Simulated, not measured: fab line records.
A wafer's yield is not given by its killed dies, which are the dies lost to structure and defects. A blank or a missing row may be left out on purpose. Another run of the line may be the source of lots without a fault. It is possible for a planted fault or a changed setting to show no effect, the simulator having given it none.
Chamber matching	flow nandHarc	3 sister chambers for NHARC_A_STAIRCASE_DEP_156 on pecvd-01
The step deposits SiNx, target thk 50 nm. 6 wafers are shown with their chamber, then 10 later ones without.

## EACH WAFER AND ITS CHAMBER
wafer	chamber	heaterPowerW (W)
L083.4	0	724
L085.4	2	787
L085.5	0	680
L085.6	1	665
L089.3	2	811
L089.5	1	720

## WAFERS WITH NO CHAMBER GIVEN
wafer	heaterPowerW (W)
L089.6	798
L090.4	725
L090.5	796
L090.6	759
L093.3	869
L093.5	657
L093.6	661
L095.1	755
L095.3	814
L095.5	819

## THE CHAMBER EACH PASSED THROUGH
wafer	from the rows above	in truth
L089.6	2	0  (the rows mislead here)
L090.4	can't be placed: 0 or 1 or 2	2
L090.5	2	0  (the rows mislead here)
L090.6	can't be placed: 2 or 0 or 1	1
L093.3	2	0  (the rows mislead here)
L093.5	can't be placed: 1 or 0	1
L093.6	can't be placed: 1 or 0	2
L095.1	can't be placed: 2 or 0 or 1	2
L095.3	2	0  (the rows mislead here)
L095.5	2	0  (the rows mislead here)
Correct placement for 0 of the 10. These rows do not allow placing 5 (true chamber among the candidates in 4). 5 placed wrongly.
How it was worked out, from the rows above alone: a wafer's distance from a chamber is the root of the sum, over the readings, of the square of ((its reading less the chamber's mean) divided by the reading's scatter). The wafer belongs to the nearest chamber; if the next one is less than 2 further off, it can't be placed. For every chamber, the mean is computed from those of its wafers that are shown. The scatter is the square root of a quotient: the sum, over the shown wafers, of each reading's squared deviation from its chamber's mean, divided by wafers minus chambers.
